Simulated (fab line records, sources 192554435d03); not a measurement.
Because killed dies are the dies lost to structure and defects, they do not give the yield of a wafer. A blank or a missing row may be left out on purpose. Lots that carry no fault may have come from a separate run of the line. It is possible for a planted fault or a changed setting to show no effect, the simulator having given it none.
2 desks, one fault + flow n5-finfet + only its own numbers are on each desk; what lay behind them is given at the end

## FOR THE TOOL OWNER'S DESK: litho-track-05
The tool's own readings at N5_HKMG_FIN_COAT_85 (time 60 s, resist thk 300 nm): means of the sampled wafers that have a number, for each lot that ran on this tool. Any lot whose mean is over 4 standard deviations away from the usual mean is out of limits and marked OUT; that distance is given in the brackets.
Columns: A = spin-speed-rpm at N5_HKMG_FIN_COAT_85, usual 1500.1 rpm
| lot  | first seen here | A                |
|------|-----------------|------------------|
| L302 | day 4 18:03     | 1499.9           |
| L304 | day 5 06:50     | 1463.6 (-30) OUT |
| L307 | day 6 01:15     | 1464.2 (-30) OUT |
| L320 | day 9 05:51     | 1500.1           |
This desk finds L304, L307 out of limits, L304 being first, at day 5 06:50 (spin-speed-rpm at N5_HKMG_FIN_COAT_85). Within limits: L302, L320.

## THE METROLOGY DESK
Means of the sampled wafers that have a number, per lot and without regard to the tool the lot ran on: this is what the gauges read. Any lot whose mean is over 4 standard deviations away from the usual mean is out of limits and marked OUT; that distance is given in the brackets. Readings shown: 7 of its 10, picked as those furthest out on some lot.
Columns: A = DIBL_N at N5_BEOL_M4_RC_MEAS_101, usual 36.3 mV/V; B = DIBL_P at N5_BEOL_M4_RC_MEAS_101, usual 36.3 mV/V; C = IOFF_N at N5_BEOL_M4_RC_MEAS_101, usual 0.157 nA/um; D = IOFF_P at N5_BEOL_M4_RC_MEAS_101, usual 0.22 nA/um; E = ION_N at N5_BEOL_M4_RC_MEAS_101, usual 675 uA/um; F = SS_P at N5_BEOL_M4_RC_MEAS_101, usual 73.3 mV/dec; G = VT_P at N5_BEOL_M4_RC_MEAS_101, usual -249 mV
| lot  | first seen here | A    | B    | C     | D    | E   | F    | G    |
|------|-----------------|------|------|-------|------|-----|------|------|
| L302 | day 8 19:53     | 35.0 | 34.9 | 0.132 | 0.17 | 665 | 72.1 | -254 |
| L304 | day 9 17:05     | 36.6 | 36.4 | 0.176 | 0.24 | 690 | 73.0 | -248 |
| L307 | day 10 18:29    | 36.2 | 35.5 | 0.151 | 0.19 | 671 | 72.5 | -250 |
| L315 | day 12 20:43    | 37.1 | 37.0 | 0.148 | 0.22 | 676 | 72.9 | -249 |
| L317 | day 13 11:38    | 34.9 | 34.4 | 0.143 | 0.23 | 679 | 73.5 | -248 |
| L322 | day 13 19:12    | 36.5 | 36.9 | 0.166 | 0.26 | 672 | 73.7 | -246 |
| L320 | day 13 20:59    | 38.0 | 38.5 | 0.200 | 0.26 | 681 | 74.0 | -247 |
| L321 | day 14 03:20    | 36.7 | 36.2 | 0.171 | 0.24 | 688 | 74.0 | -248 |
| L323 | day 14 19:49    | 37.5 | 38.3 | 0.171 | 0.28 | 679 | 73.6 | -244 |
This desk found nothing out of limits on any of the 9 lots.

## ALL TOGETHER
An alarm could have come from the tool owner's desk at day 5 06:50, on L304, L307.
At the metrology desk, nothing out of limits was observed.
The metrology desk holds a record of L304, L307, inside its limits.
All the named lots went through N5_HKMG_FIN_COAT_85 on litho-track-05.

## WHAT THE SIMULATOR HAD PUT IN
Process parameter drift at N5_HKMG_FIN_COAT_85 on litho-track-05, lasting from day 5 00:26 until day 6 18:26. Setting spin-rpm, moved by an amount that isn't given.
Struck lots among those shown: L304, L307.
How many hours passed from the start of the fault until each desk's first out-of-limits reading: the tool owner's desk, 6.
